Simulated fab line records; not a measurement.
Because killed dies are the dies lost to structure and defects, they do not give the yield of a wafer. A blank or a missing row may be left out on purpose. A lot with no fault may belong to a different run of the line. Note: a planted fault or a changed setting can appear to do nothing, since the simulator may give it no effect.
Split-lot trial    flow n5-finfet    route with 1938 steps; 7 lots, 21 wafers read

## THE SPLIT ITSELF
At N5_BEOL_M5_ILD_DEP_00 (deposits SiCOH lowk from DEMS/porogen, target thk 140.64 nm, time 25.9 s), the setting time-s was moved away from the recipe's 25.9 s on 8 of the 21 wafers read, by -14.1% to +14.7%. This setting was run at the recipe's value on the other wafers.

## FROM THE SPLIT ON TO THE READING: in between, the file shows 1 step
- N5_BEOL_M5_CURE_79: cures SiCOH lowk, time 240 s

## THE READING
At N5_BEOL_M5_THK_MEAS_01: M5_ILD_THK, given in nm. On this fab line, fault-free wafers typically give 120.6 nm with a standard deviation of 1.5 nm.

wafer   tool, chamber at the split  time-s as run, s  against the recipe  M5_ILD_THK, nm  against lot-mates on the recipe
L076.1  pecvd-04, 0                 28.23             +9.0%               130.5           +10.4
L076.3  pecvd-04, 2                 28.23             +9.0%               128.7           +8.6
L076.5  pecvd-04, 0                 25.9              recipe              120.1           -
L077.1  pecvd-03, 2,0               25.9              recipe              119.2           -
L077.2  pecvd-03, 2,0               25.9              recipe              119.3           -
L077.4  pecvd-03, 2                 22.24             -14.1%              104.5           -14.8
L081.2  pecvd-01, 0                 23.06             -11.0%              106.3           -15.7
L081.3  pecvd-01, 1                 23.06             -11.0%              107.0           -15.0
L081.5  pecvd-01, 1                 25.9              recipe              122.0           -
L086.4  pecvd-04, 1                 25.9              recipe              120.5           -
L086.5  pecvd-04, 1                 25.9              recipe              120.4           -
L086.6  pecvd-04, 0                 25.9              recipe              121.8           -
L092.1  pecvd-03, 2                 25.9              recipe              119.3           -
L092.3  pecvd-03, 0                 25.9              recipe              120.5           -
L092.6  pecvd-03, 1                 25.9              recipe              121.3           -
L094.1  pecvd-03, 2                 25.9              recipe              120.2           -
L094.5  pecvd-03, 2                 29.71             +14.7%              140.3           +18.8
L094.6  pecvd-03, 1                 25.9              recipe              122.8           -
L096.1  pecvd-03, 2                 28.3              +9.3%               130.2           +9.1
L096.5  pecvd-03, 2                 25.9              recipe              121.1           -
L096.6  pecvd-03, 0                 28.3              +9.3%               132.8           +11.7
If several chambers appear in one row, that row covers several wafers at once and the file leaves open which wafer was in which chamber.

FIT RESULTS
A straight line over all 21 wafers: M5_ILD_THK changes by +1.2 nm for each +1% of time-s; r = +0.99; the points scatter about the line by 1.3 nm.
The same after taking each lot's own level away (the mean of its wafers on the recipe; 21 wafers): +1.2 nm for each +1%; r = +0.99; scatter 1.3 nm.
On that fit, the largest move of time-s shifts the reading by 18 nm.
Measured against the standard deviation above, the lots' own levels, which go from 119.25 to 122.00 nm, span 1.8 times it.
The two slopes agree, so the slope changes little with the lot-to-lot level.
Check: for one of the wafers moved furthest among these (+14.7%), held out of the fit, the line's prediction against its lot-mates is +17 nm. Against them it came out at +18.8 nm.

## OTHER SPLITS APPLIED TO THESE WAFERS
Other splits were also applied to these wafers ahead of the reading. Each is held against what the fit with the lots' levels taken away leaves over:
other split on the same wafers     wafers away from the commonest value  r with M5_ILD_THK (lot level and that fit taken away)
N5_BEOL_M0_SAQP_COAT_34 spin-rpm   3                                     -0.12
N5_BEOL_M1_EXPOSE_25 dose-mj       7                                     -0.07
N5_BEOL_M2_ILD_DEP_00 time-s       8                                     +0.01
N5_BEOL_M3_ETCH_41 target-depth-a  4                                     +0.42
N5_BEOL_M4_EXPOSE_08 dose-mj       7                                     -0.24
N5_BEOL_M4_DESCUM_16 time-s        5                                     +0.33

## THE WHOLE CHAIN: every reading that the file lists as answering this split, in the file's order
step                    what it does                                                              reading                                                                                   change (the file's fit)               r (the file's)
N5_BEOL_M5_ILD_DEP_00   deposits SiCOH lowk from DEMS/porogen, target thk 140.64 nm, time 25.9 s  SiCOH_lowk_of_BEOL_M5_ILD_DEP_00.thk-nm (the simulator's own value, which no gauge read)  +1.37 nm for each +1% of the setting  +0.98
N5_BEOL_M5_CURE_79      cures SiCOH lowk, time 240 s                                              SiCOH_lowk_of_BEOL_M5_ILD_DEP_00.thk-nm (the simulator's own value, which no gauge read)  +1.19 nm for each +1% of the setting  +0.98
N5_BEOL_M5_THK_MEAS_01                                                                            M5_ILD_THK                                                                                +1.19 for each +1% of the setting     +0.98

## THE FILE'S OWN FIT
M5_ILD_THK changes by +1.19 nm for each +1% of time-s, r = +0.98.
